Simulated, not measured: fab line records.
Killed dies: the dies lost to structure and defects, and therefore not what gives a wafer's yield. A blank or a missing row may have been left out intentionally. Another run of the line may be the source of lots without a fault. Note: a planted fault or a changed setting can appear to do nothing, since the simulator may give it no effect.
fab line records -- flow nand_harc
record lots=12, wafers=36, last_day=33
route steps=1302 shown P_GATE@157 END@1302
lots that met no fault: from a run of the same line without faults
start_h: hours from the record's opening day to when the first of the lot's shown wafers began -- wait_h: time in hours since the lot's previous step -- " unchanged from the row above -- L1.1+2: one row covering several wafers at once -- - no value present, or no start provided -- * or withheld: withheld -- < > ~ a bound
route shown NAME@n: names a module that has steps shown in the file, with the first one's number in the route -- usual: mean/standard deviation of fault-free wafers -- same: alike in all rows -- chamber/n: place in a boat -- sites: readings site by site -- _std_site: standard deviation across them -- _edge_site: mean of outer sites minus mean of inner sites -- radius_mm: for every site, how far away it sits from the centre of the wafer -- mask NAME#n: copy n -- behind: tool/chamber where the wafer was last shaped -- hold: what put the lot on hold/how long, in hours/how the hold closed -- device: which transistor (n, p or np) failed to switch -- end of line: the tests these same wafers got at the end of their route -- a step with no rows: only its recipe -- killed: count of dies lost to structure and defects at first sort (not the wafer's yield) -- map: dies across one wafer; x = killed, . = not, _ = none there
set.NAME: the run value of the setting; set.NAME@STEP: its run value at that earlier step -- model.NAME: the simulator's own value behind a step, which no gauge read
one table for each step of the route and one row for each wafer, over a sample of lots
services: a tool's chamber out of use, with start hour (start_h, from the record's first day; less than 0 if before it), hours out, and reason
## steps
# step NHARC_P_GATE_STRIP_101
# recipe time_s=20, o2_flow_sccm=500, ar_flow_sccm=0, bias_w=0, chemistry=O2
# usual drypump_motor_current_A=5.6/0.32, oes_product_au=0.997/0.0076, rf_vpp_V=57.7/0.86, showerhead_plenum_p_Torr=3.55/0.12, throttle_valve_pct=17.037/0.0085
lot.wafer,tool,chamber,start_h,wait_h,drypump_motor_current_A,oes_product_au,rf_hours_counter_h,rf_vpp_V,showerhead_plenum_p_Torr,throttle_valve_pct
L623.2,rie_diel-07,0,112.27,0.1,5.6,0.998,10,57.5,3.63,17.026
L623.1,rie_diel-07,1,112.27,0.1,5.4,0.992,9,56.8,3.37,17.027
L623.6,rie_diel-07,0,112.27,0.1,5.6,0.995,-,55.6,3.63,17.034
L625.3,rie_diel-09,3,126.16,0.1,6.4,0.994,9,57.3,3.37,17.044
L625.2,rie_diel-09,0,126.16,0.1,5.6,0.991,9,58.6,3.31,17.030
L625.4,rie_diel-09,1,126.16,0.1,5.8,0.994,7,58.0,3.40,17.051
L626.1,rie_diel-04,3,136.88,0.1,5.5,1.004,7,57.6,3.63,17.033
L626.5,rie_diel-04,2,136.88,0.1,5.4,0.984,-,57.8,3.55,17.031
L626.6,rie_diel-04,3,136.88,0.1,5.5,0.995,-,58.5,3.63,17.040
L636.4,rie_diel-07,0,237.64,0.1,5.6,0.995,8,56.6,3.62,17.032
L636.6,rie_diel-07,1,237.64,0.1,5.4,0.997,-,58.9,3.37,17.039
L636.5,rie_diel-07,2,237.64,0.1,5.1,0.987,-,56.5,3.67,17.024
L638.3,rie_diel-07,1,253.20,0.1,5.4,0.985,7,56.9,3.37,17.034
L638.6,rie_diel-07,3,253.20,0.1,5.1,0.999,-,57.6,3.65,17.030
L638.5,rie_diel-07,0,253.20,0.1,5.6,0.992,-,57.2,3.62,17.043
L637.4,rie_diel-04,3,253.26,0.1,5.5,1.005,3,57.9,3.63,17.022
L637.1,rie_diel-04,0,253.26,0.1,5.8,1.004,4,56.8,3.50,17.028
L637.3,rie_diel-04,1,253.26,0.1,5.8,0.989,4,57.0,3.65,17.025
L639.1,rie_diel-04,0,276.98,0.7,5.7,1.002,6,58.8,3.50,17.035
L639.3,rie_diel-04,1,276.98,0.7,5.8,0.998,5,57.3,3.65,17.037
L639.5,rie_diel-04,1,276.98,0.7,5.8,0.985,-,59.0,3.65,17.054
L641.1,rie_diel-04,1,296.96,0.1,5.9,0.996,7,58.2,3.65,17.037
L641.4,rie_diel-04,3,296.96,0.1,5.5,0.996,6,57.6,3.63,17.037
L641.2,rie_diel-04,0,296.96,0.1,5.8,1.008,7,57.7,3.50,17.035
L642.1,rie_diel-04,3,305.10,0.1,5.5,1.003,6,58.9,3.63,17.025
L642.6,rie_diel-04,3,305.10,0.1,5.5,0.998,-,58.0,3.63,17.047
L642.5,rie_diel-04,0,305.10,0.1,5.8,1.010,-,56.2,3.50,17.031
L643.4,rie_diel-07,3,316.32,0.1,5.1,1.003,0,57.6,3.65,17.041
L643.1,rie_diel-07,1,316.32,0.1,5.4,1.012,0,57.8,3.37,17.044
L643.6,rie_diel-07,3,316.32,0.1,5.1,1.009,-,56.8,3.65,17.037
L645.3,rie_diel-07,1,326.17,0.1,5.4,1.006,0,57.3,3.37,17.048
L645.1,rie_diel-07,2,326.17,0.1,5.1,0.992,0,58.6,3.67,17.034
L645.6,rie_diel-07,0,326.17,0.1,5.6,1.008,-,58.2,3.62,17.044
L646.2,rie_diel-07,2,340.33,0.1,5.1,0.990,1,57.8,3.67,17.042
L646.1,rie_diel-07,0,340.33,0.1,5.6,0.989,1,58.0,3.62,17.034
L646.4,rie_diel-07,0,340.33,0.1,5.6,0.997,-,58.2,3.62,17.025
# step NHARC_P_GATE_STRIP_111
# recipe power_w=1500, temp_c=110, time_s=250, chemistry=N2/H2
# usual drypump_motor_current_A=5.93/0.3, heater_power_w=91/7.2
lot.wafer,tool,chamber,start_h,wait_h,drypump_motor_current_A,heater_power_w,rf_hours_counter_h
L623.2,plasma_asher-02,0,113.71,0.2,6.20,87,8
L623.1,plasma_asher-02,1,113.71,0.2,5.43,81,8
L623.6,plasma_asher-02,1,113.71,0.2,5.42,82,-
L625.2,plasma_asher-01,1,127.61,0.2,6.09,95,25
L625.4,plasma_asher-01,1,127.61,0.2,6.08,95,-
L625.3,plasma_asher-01,0,127.61,0.2,6.02,99,-
L626.1,plasma_asher-02,0,138.32,0.2,6.20,86,14
L626.5,plasma_asher-02,0,138.32,0.2,6.21,87,-
L626.6,plasma_asher-02,1,138.32,0.2,5.43,82,-
L636.4,plasma_asher-02,1,239.18,0.2,5.44,85,-
L636.6,plasma_asher-02,1,239.18,0.2,5.44,83,-
L636.5,plasma_asher-02,0,239.18,0.2,6.20,87,-
L638.3,plasma_asher-01,0,254.79,0.3,6.00,100,-
L638.6,plasma_asher-01,1,254.79,0.3,6.06,97,-
L638.5,plasma_asher-01,0,254.79,0.3,6.00,101,-
L637.1,plasma_asher-01,1,255.06,0.5,6.07,94,16
L637.3,plasma_asher-01,0,255.06,0.5,6.02,99,-
L637.4,plasma_asher-01,1,255.06,0.5,6.07,97,-
L639.1,plasma_asher-01,0,278.43,0.2,6.02,103,21
L639.3,plasma_asher-01,1,278.43,0.2,6.10,95,-
L639.5,plasma_asher-01,0,278.43,0.2,6.01,100,-
L641.1,plasma_asher-02,0,298.28,0.2,6.20,88,8
L641.2,plasma_asher-02,1,298.28,0.2,5.43,81,8
L641.4,plasma_asher-02,1,298.28,0.2,5.44,81,-
L642.1,plasma_asher-01,1,306.43,0.2,6.09,95,27
L642.5,plasma_asher-01,1,306.43,0.2,6.08,93,-
L642.6,plasma_asher-01,0,306.43,0.2,6.01,99,-
L643.1,plasma_asher-02,0,317.82,0.2,6.20,84,11
L643.4,plasma_asher-02,0,317.82,0.2,6.21,87,-
L643.6,plasma_asher-02,1,317.82,0.2,5.41,80,-
L645.1,plasma_asher-01,1,327.66,0.2,6.10,93,32
L645.3,plasma_asher-01,0,327.66,0.2,5.98,101,-
L645.6,plasma_asher-01,0,327.66,0.2,6.00,100,-
L646.2,plasma_asher-01,0,341.81,0.2,6.04,100,34
L646.1,plasma_asher-01,1,341.81,0.2,6.07,96,34
L646.4,plasma_asher-01,1,341.81,0.2,6.07,95,-
# step NHARC_P_GATE_EXPOSE_56
# recipe na=0.6, target_cd_nm=720, dose_mj=14.81, mask_id=P_PSD
lot.wafer,tool,chamber,start_h,wait_h,mask
L623.1+2+6,krf_scanner-01,0,114.80,-,P_PSD#0
L625.2+3+4,krf_scanner-04,0,128.68,-,P_PSD#0
L626.1+5+6,krf_scanner-01,0,139.39,-,P_HVN#0
L636.4+5+6,krf_scanner-03,0,240.22,-,P_PSD#0
L638.3+5+6,krf_scanner-01,0,255.72,-,P_PSD#0
L637.1+3+4,krf_scanner-04,0,256.08,-,P_PSD#0
L639.1+3+5,krf_scanner-04,0,279.32,-,P_PSD#0
L641.1+2+4,krf_scanner-03,0,299.35,-,P_PSD#0
L642.1+5+6,krf_scanner-04,0,307.49,-,P_PSD#0
L643.1+4+6,krf_scanner-01,0,318.84,-,P_PSD#0
L645.1+3+6,krf_scanner-03,0,328.68,-,P_PSD#0
L646.1+2+4,krf_scanner-01,0,342.88,-,P_PSD#0
# step NHARC_P_GATE_CD_MEAS_59
# recipe target_cd_nm=720, landing_energy_ev=500
# usual cd_nm=719.8/1.3
# same landing_energy_ev=500
lot.wafer,tool,chamber,start_h,wait_h,cd_nm
L623.1,cd_sem-03,0,114.95,-,721.1
L623.2,cd_sem-03,0,114.95,-,718.9
L623.6,cd_sem-03,0,114.95,-,720.4
L625.2,cd_sem-01,0,128.84,-,719.5
L625.3,cd_sem-01,0,128.84,-,719.1
L625.4,cd_sem-01,0,128.84,-,721.0
L626.1,cd_sem-01,0,139.55,-,-
L626.5,cd_sem-01,0,139.55,-,-
L626.6,cd_sem-01,0,139.55,-,-
L636.4,cd_sem-02,0,240.37,-,719.5
L636.5,cd_sem-02,0,240.37,-,719.9
L636.6,cd_sem-02,0,240.37,-,720.0
L638.3,cd_sem-03,0,255.87,-,718.8
L638.5,cd_sem-03,0,255.87,-,720.7
L638.6,cd_sem-03,0,255.87,-,718.4
L637.1,cd_sem-03,0,256.23,-,721.4
L637.3,cd_sem-03,0,256.23,-,720.8
L637.4,cd_sem-03,0,256.23,-,718.8
L639.1,cd_sem-02,0,279.48,-,720.3
L639.3,cd_sem-02,0,279.48,-,719.8
L639.5,cd_sem-02,0,279.48,-,720.3
L641.1,cd_sem-03,0,299.50,-,717.7
L641.2,cd_sem-03,0,299.50,-,717.4
L641.4,cd_sem-03,0,299.50,-,720.6
L642.1,cd_sem-03,0,307.65,-,720.3
L642.5,cd_sem-03,0,307.65,-,720.0
L642.6,cd_sem-03,0,307.65,-,719.2
L643.1,cd_sem-01,0,319.00,-,720.2
L643.4,cd_sem-01,0,319.00,-,720.8
L643.6,cd_sem-01,0,319.00,-,720.1
L645.1,cd_sem-01,0,328.84,-,717.6
L645.3,cd_sem-01,0,328.84,-,718.2
L645.6,cd_sem-01,0,328.84,-,717.1
L646.1,cd_sem-01,0,343.04,-,717.4
L646.2,cd_sem-01,0,343.04,-,718.5
L646.4,cd_sem-01,0,343.04,-,718.0
# step NHARC_P_GATE_CD_MEAS_91
# recipe target_cd_nm=2000, landing_energy_ev=500
# usual cd_nm=2000.5/1.6
# same landing_energy_ev=500
lot.wafer,tool,chamber,start_h,wait_h,cd_nm
L623.1,cd_sem-02,0,116.71,-,2002.1
L623.2,cd_sem-02,0,116.71,-,2001.2
L623.6,cd_sem-02,0,116.71,-,2001.8
L625.2,cd_sem-01,0,130.55,-,1998.9
L625.3,cd_sem-01,0,130.55,-,2005.5
L625.4,cd_sem-01,0,130.55,-,2001.4
L626.1,cd_sem-03,0,141.25,-,1999.5
L626.5,cd_sem-03,0,141.25,-,1999.9
L626.6,cd_sem-03,0,141.25,-,2000.0
L636.4,cd_sem-01,0,242.08,-,2000.4
L636.5,cd_sem-01,0,242.08,-,2000.1
L636.6,cd_sem-01,0,242.08,-,2000.6
L638.3,cd_sem-03,0,257.45,-,2000.4
L638.5,cd_sem-03,0,257.45,-,1999.7
L638.6,cd_sem-03,0,257.45,-,2000.7
L637.1,cd_sem-03,0,258.19,-,1999.5
L637.3,cd_sem-03,0,258.19,-,1999.1
L637.4,cd_sem-03,0,258.19,-,1999.9
L639.1,cd_sem-02,0,281.21,-,2001.1
L639.3,cd_sem-02,0,281.21,-,2000.8
L639.5,cd_sem-02,0,281.21,-,2002.5
L641.1,cd_sem-01,0,301.09,-,2000.3
L641.2,cd_sem-01,0,301.09,-,2000.1
L641.4,cd_sem-01,0,301.09,-,1998.5
L642.1,cd_sem-03,0,309.36,-,1998.1
L642.5,cd_sem-03,0,309.36,-,2000.3
L642.6,cd_sem-03,0,309.36,-,1998.1
L643.1,cd_sem-02,0,320.71,-,2000.6
L643.4,cd_sem-02,0,320.71,-,2001.0
L643.6,cd_sem-02,0,320.71,-,2001.4
L645.1,cd_sem-01,0,330.55,-,1999.1
L645.3,cd_sem-01,0,330.55,-,1997.3
L645.6,cd_sem-01,0,330.55,-,1998.5
L646.1,cd_sem-02,0,344.75,-,1998.7
L646.2,cd_sem-02,0,344.75,-,2000.4
L646.4,cd_sem-02,0,344.75,-,2000.2
# step NHARC_END_SORT_01
# recipe temp_c=25
# usual killed_at_array=46/15, killed_at_other=0.8/1.1, killed_at_periphery=4.0/2.9, killed_dies=50/15, killed_open=3.2/1.8, killed_short=2.3/1.6
# same gross_dies=677
lot.wafer,tool,chamber,start_h,wait_h,killed_at_array,killed_at_other,killed_at_periphery,killed_dies,killed_open,killed_short
L626.1,prober-01,0,584.65,2.5,58,2,617,677,4,2
L626.5,prober-01,0,587.81,3.7,46,1,630,677,5,5
L626.6,prober-01,0,588.60,3.9,54,0,623,677,3,3
# killed by level:class
L626.1 P_GATE:area_expose=610 A_CHANNEL_HOLE_D2:chamber_film_flake=27 A_CHANNEL_HOLE_D1:chamber_film_flake=18 A_STAIRCASE:chamber_film_flake=4 P_GATE:chamber_film_flake=2 P_CONTACT:chamber_film_flake=2 P_M2:chamber_film_flake=2 THIN_TSV:chamber_film_flake=2
L626.5 P_GATE:area_expose=620 A_CHANNEL_HOLE_D2:chamber_film_flake=19 A_CHANNEL_HOLE_D1:chamber_film_flake=14 P_CONTACT:chamber_film_flake=5 A_CHANNEL_FILL_D1:geometric_particle:short=2 A_CHANNEL_FILL_D2:geometric_particle:open=2 P_M2:chamber_film_flake=2 A_STAIRCASE:chamber_film_flake=2
L626.6 P_GATE:area_expose=614 A_CHANNEL_HOLE_D2:chamber_film_flake=30 A_CHANNEL_HOLE_D1:chamber_film_flake=15 P_CONTACT:chamber_film_flake=3 A_WL_FILL:geometric_particle:short=2 P_GATE:chamber_film_flake=2 A_WL_FILL:chamber_film_flake=2 P_CONTACT:geometric_particle:open=1
## services
tool,chamber,start_h,hours,kind
plasma_asher-01,-,101.70,3.2,repair
plasma_asher-02,-,103.84,2.3,repair
rie_diel-07,-,114.53,0.2,repair
rie_diel-07,-,117.20,9.0,pm
rie_diel-07,-,137.05,0.2,repair
krf_scanner-01,-,140.00,4.0,pm
plasma_asher-01,-,165.00,9.0,pm
rie_diel-04,-,177.98,9.0,pm
krf_scanner-01,-,209.27,0.7,repair
krf_scanner-01,-,213.28,0.4,repair
rie_diel-07,1,216.31,2.7,repair
rie_diel-04,2,218.43,1.9,repair
krf_scanner-01,-,221.87,0.4,repair
krf_scanner-01,-,237.11,10.7,repair
plasma_asher-02,-,242.15,0.3,repair
plasma_asher-02,-,249.22,9.0,pm
rie_diel-07,1,261.29,3.8,repair
plasma_asher-02,-,272.82,0.7,repair
rie_diel-04,0,284.99,1.9,repair
rie_diel-07,-,294.21,9.0,pm
rie_diel-04,-,294.96,0.3,repair
krf_scanner-01,-,312.02,4.0,pm
rie_diel-07,1,335.23,119.6,repair
plasma_asher-01,-,342.18,9.0,pm
## key
first_sign step=NHARC_P_GATE_EXPOSE_56, reading=mask, direction=changed
effect step=NHARC_P_GATE_CD_MEAS_59, reading=cd_nm, direction=missing
effect step=NHARC_END_SORT_01, reading=killed_at_periphery, direction=up, sigmas=99+, usual=4.0, struck=623.3
more_kills_born_at NHARC_P_GATE_EXPOSE_56@krf_scanner-01=1844
met_at NHARC_P_GATE_EXPOSE_56
struck_lots L626
later_rows_left_out L626.1,L626.5,L626.6
tester_left_out L626
not_acting_at NHARC_P_GATE_STRIP_101,NHARC_P_GATE_STRIP_111,NHARC_P_GATE_CD_MEAS_91
onset_between 114.80 139.39
fault kind=wrong_mask, tool=any, chamber=-, onset_h=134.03, steps=NHARC_P_GATE_EXPOSE_56, aux_copy=P_HVN#0, scope=struck_lots_only
# tester_left_out: of these lots the tester's yield and bins aren't shown, on N5 and GAA mostly nor the transistor test; their killed dies are dies lost to structure and defects alone, not to doping, threshold or leakage, so they don't give the yield
# later_rows_left_out: the simulator's readings of these wafers behind a module that went badly wrong aren't trusted and aren't shown, but for the sort
